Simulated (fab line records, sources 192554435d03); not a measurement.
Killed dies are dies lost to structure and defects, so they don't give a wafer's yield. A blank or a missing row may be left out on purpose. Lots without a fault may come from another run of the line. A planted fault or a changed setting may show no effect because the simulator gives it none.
Split-lot experiment | flow n5_finfet | 7 lots, 21 wafers read, on a route of 1938 steps

THE SPLIT
At N5_GATE_CUT_ETCH_58 (etches SiNx in CH3F/O2, target depth 17 nm, time 128.6 s), the setting time_s was moved away from the recipe's 128.6 s on 8 of the 21 wafers read, by -19.8% to +9.6%. The other wafers ran this setting at the recipe's value.

The reading is taken at the split's own step.

THE READING
SiNx_of_SDB_ALD_29.thk_nm (the simulator's own value, which no gauge read), in nm, at N5_GATE_CUT_ETCH_58 (etches SiNx in CH3F/O2, target depth 17 nm, time 128.6 s). The file gives no usual value for it. The 13 wafers here that ran the recipe average 24.6 nm, standard deviation 0.11 nm.

wafer  | tool, chamber at the split | time_s as run, s | against the recipe | SiNx_of_SDB_ALD_29.thk_nm, nm | against lot-mates on the recipe
L074.1 | rie_diel-06, 0             | 128.6            | recipe             | 24.6                          | -
L074.2 | rie_diel-06, 2             | 128.6            | recipe             | 24.6                          | -
L074.4 | rie_diel-06, 3             | 141              | +9.6%              | 24.4                          | -0.2
L081.3 | rie_diel-06, 0             | 128.6            | recipe             | 24.6                          | -
L081.4 | rie_diel-06, 3             | 110.5            | -14.1%             | 25                            | +0.4
L081.6 | rie_diel-06, 3             | 110.5            | -14.1%             | 25                            | +0.4
L083.1 | rie_diel-03, 1             | 128.6            | recipe             | 24.8                          | -
L083.5 | rie_diel-03, 1             | 128.6            | recipe             | 24.6                          | -
L083.6 | rie_diel-03, 2             | 106.6            | -17.1%             | 25.2                          | +0.5
L091.3 | rie_diel-03, 1             | 115.8            | -10.0%             | 24.8                          | +0.2
L091.4 | rie_diel-03, 3             | 115.8            | -10.0%             | 25                            | +0.4
L091.5 | rie_diel-03, 3             | 128.6            | recipe             | 24.6                          | -
L092.1 | rie_diel-06, 3             | 103.2            | -19.8%             | 25.2                          | +0.7
L092.3 | rie_diel-06, 1             | 128.6            | recipe             | 24.4                          | -
L092.4 | rie_diel-06, 0             | 128.6            | recipe             | 24.6                          | -
L095.1 | rie_diel-03, 2             | 111.4            | -13.4%             | 24.8                          | +0.3
L095.3 | rie_diel-03, 3             | 128.6            | recipe             | 24.6                          | -
L095.5 | rie_diel-03, 1             | 128.6            | recipe             | 24.4                          | -
L097.1 | rie_diel-01, 2             | 128.6            | recipe             | 24.4                          | -
L097.2 | rie_diel-01, 3             | 128.6            | recipe             | 24.6                          | -
L097.3 | rie_diel-01, 1             | 128.6            | recipe             | 24.6                          | -

THE FIT
A straight line over all 21 wafers: SiNx_of_SDB_ALD_29.thk_nm changes by -0.0295 nm for each +1% of time_s; r = -0.90; the points scatter about the line by 0.11 nm.
The same after taking each lot's own level away (the mean of its wafers on the recipe; 21 wafers): -0.0291 nm for each +1%; r = -0.94; scatter 0.085 nm.
On that fit, the largest move of time_s shifts the reading by 0.57 nm.
The lots' own levels span 24.50 to 24.70 nm, that is 1.9 times the standard deviation above.
So the lot-to-lot level changes the slope little: the two slopes agree.
Check: with one of the wafers moved furthest among these (-19.8%) left out of the fit, the line predicts +0.539 nm for it against its lot-mates. It came out at +0.7 nm against them.

OTHER SPLITS ON THESE WAFERS
These wafers also went through other splits before the reading. Each is held against what the fit with the lots' levels taken away leaves over:
other split on the same wafers     | wafers away from the commonest value | r with SiNx_of_SDB_ALD_29.thk_nm (lot level and that fit taken away)
N5_WELL_APT_EXPOSE_05 dose_mj      | 9                                    | +0.05
N5_WELL_APT_DESCUM_13 time_s       | 4                                    | -0.11
N5_FIN_SAQP_ALD_61 temp_c          | 10                                   | +0.10
N5_FIN_SAQP_EXPOSE_13 dose_mj      | 6                                    | -0.01
N5_FIN_SAQP_MANDREL_ETCH_22 icp_w  | 9                                    | -0.03
N5_FIN_CUT_ETCH_21 bias_w          | 5                                    | +0.16
N5_SD_EPI_N_ETCH_16 target_depth_a | 4                                    | +0.18
N5_SD_ACTIVATION_LSA_01 temp_c     | 9                                    | +0.28
N5_HKMG_FIN_COAT_42 spin_rpm       | 8                                    | +0.21
N5_HKMG_FIN_ETCH_55 bias_w         | 9                                    | +0.35

THE WHOLE CHAIN: every reading that the file lists as answering this split, in the file's order
step                | what it does                                             | reading                                                                    | change (the file's fit)                | r (the file's)
N5_GATE_CUT_ETCH_58 | etches SiNx in CH3F/O2, target depth 17 nm, time 128.6 s | etch.depth_nm (the simulator's own value, which no gauge read)             | +0.186 nm for each +1% of the setting  | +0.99
N5_GATE_CUT_ETCH_58 | etches SiNx in CH3F/O2, target depth 17 nm, time 128.6 s | SiNx_of_SDB_ALD_29.thk_nm (the simulator's own value, which no gauge read) | -0.0295 nm for each +1% of the setting | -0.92

THE FILE'S OWN FIT
SiNx_of_SDB_ALD_29.thk_nm changes by -0.0295 nm for each +1% of time_s, r = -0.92.
